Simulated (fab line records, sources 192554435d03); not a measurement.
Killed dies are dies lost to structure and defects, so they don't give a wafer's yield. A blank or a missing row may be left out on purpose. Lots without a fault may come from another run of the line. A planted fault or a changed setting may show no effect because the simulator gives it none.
A struck lot beside a sound one | flow n5_finfet | 16 steps out of a route of 1938
Sound: wafers L917.2, L917.4, L917.5. Struck: wafer L935.2. (L935.1, L935.5 of the same lot were not struck and are left out.) The cause comes at the end.
At each step with rows: each side's tool, then ch and its chambers, then its first start. Under that, the readings that differ: sound wafers | struck wafers | difference of the means | sigmas: that difference in standard deviations of wafers without a fault.
alike: readings whose means differ by less than 2 such deviations, and words and numbers that are the same on both sides. not compared: withheld readings, readings that some wafer has no value for, bounds like >300 that may hide the same value, and numbers for which the record gives no deviation and whose values overlap.
The two part at a step that has a row with sigmas, a row that says differs or no value, or rows on one side only. Numbers that don't overlap but have no deviation are shown without sigmas and don't part them. A reading that every wafer of one side lacks parts them only if that side has two wafers or more.

first, 7 steps without rows for these wafers: N5_BEOL_M4_COAT_76 (time 60 s, resist thk 5 nm); N5_BEOL_M4_COAT_22 (resist thk 30 nm); N5_BEOL_M4_EBR_24; N5_BEOL_M4_SOFTBAKE_23 (time 60 s); N5_BEOL_M4_EXPOSE_25 (exposes mask V3, defocus 5 nm); N5_BEOL_M4_PEB_26 (peb time 60 s); N5_BEOL_M4_DEVELOP_27 (develop time 30 s).
N5_BEOL_M4_CD_MEAS_28: target cd 26.2 nm, target cd y 24.1 nm.
  sound on cd_sem-01 ch 0, day 7 12:19; struck on cd_sem-01 ch 0, day 12 10:38
  alike: cd_nm
N5_BEOL_M4_OVL_MEAS_29:
  sound on overlay-02 ch 0, day 7 12:20; struck on overlay-02 ch 0, day 12 10:40
  alike: V3_OVL
N5_BEOL_M4_INSPECT_30: inspects for defects (brightfield).
  sound on defect_inspect-02, day 7 12:24; struck on defect_inspect-01, day 12 10:44
  reading          | sound       | struck | difference | sigmas
  raw_defect_count | 394 505 656 | 970    | +452       | +3
N5_BEOL_M4_DESCUM_33: chemistry O2, time 7 s.
  sound on rie_diel-03 ch 0,2,3, day 7 12:26; struck on rie_diel-06 ch 3, day 12 10:46
  reading                         | sound             | struck | difference | sigmas
  rf_vpp_V (V)                    | 242.8 244.1 243.0 | 246.3  | +3.0       | +2
  showerhead_plenum_p_Torr (Torr) | 2.04 2.12 2.14    | 2.24   | +0.14      | +2
  alike: chamber_pressure_mTorr, drypump_motor_current_A, oes_product_au, rf_fwd_power_W, throttle_valve_pct
  not compared: rf_hours_counter_h
N5_BEOL_M4_ETCH_77: etches underlayer in N2/H2, target depth 6.5 nm, time 5.2 s.
  sound on rie_diel-03 ch 0,2,3, day 7 12:28; struck on rie_diel-06 ch 3, day 12 10:48
  reading                         | sound             | struck | difference | sigmas
  rf_vpp_V (V)                    | 521.1 527.5 524.9 | 529.3  | +4.8       | +2
  showerhead_plenum_p_Torr (Torr) | 2.44 2.59 2.59    | 2.69   | +0.15      | +2
  alike: chamber_pressure_mTorr, drypump_motor_current_A, etch_rf_on_time_s, oes_product_au, rf_fwd_power_W, throttle_valve_pct
  not compared: rf_hours_counter_h
N5_BEOL_M4_ETCH_69: etches SiARC in CF4, target depth 15.6 nm, time 26 s.
  sound on rie_diel-03 ch 0,2,3, day 7 12:29; struck on rie_diel-06 ch 3, day 12 10:49
  reading                         | sound             | struck | difference | sigmas
  etch_rf_on_time_s (s)           | 25.6 26.6 25.2    | 44.5   | +18.7      | +29
  rf_fwd_power_W (W)              | 530.0 528.8 534.6 | 536.0  | +4.9       | +3
  showerhead_plenum_p_Torr (Torr) | 2.07 2.17 2.18    | 2.27   | +0.13      | +2
  alike: chamber_pressure_mTorr, drypump_motor_current_A, mfc_ar_sccm, oes_product_au, rf_vpp_V, throttle_valve_pct
  not compared: rf_hours_counter_h
N5_BEOL_M4_ALD_98: deposits SiO2, target thk 2.5 nm, pulse time 1 s, co reactant pulse time 1 s.
  sound on ald_sin-03 ch 0,2, day 7 12:34; struck on ald_sin-02 ch 1, day 12 11:22
  alike: heater_power_w, precursor_pulse_height_rel
N5_BEOL_M4_RC_MEAS_101:
  sound on prober-02 ch 0, day 8 08:02; struck on prober-02 ch 0, day 13 04:56
  reading       | sound          | struck | difference | sigmas
  ION_P (uA/um) | 471 466 468    | 452    | -16        | -2
  VT_P (mV)     | -254 -250 -249 | -258   | -7         | -2
  alike: DIBL_N, DIBL_P, IOFF_N, IOFF_P, ION_N, SS_N, SS_P, VT_N
then, 1 step without rows for these wafers: N5_PASSIVATION_PROBE_49.

WHERE THEY PART
First at N5_BEOL_M4_INSPECT_30; last, within this record, at N5_BEOL_M4_RC_MEAS_101.

WHY: what the simulator had put in
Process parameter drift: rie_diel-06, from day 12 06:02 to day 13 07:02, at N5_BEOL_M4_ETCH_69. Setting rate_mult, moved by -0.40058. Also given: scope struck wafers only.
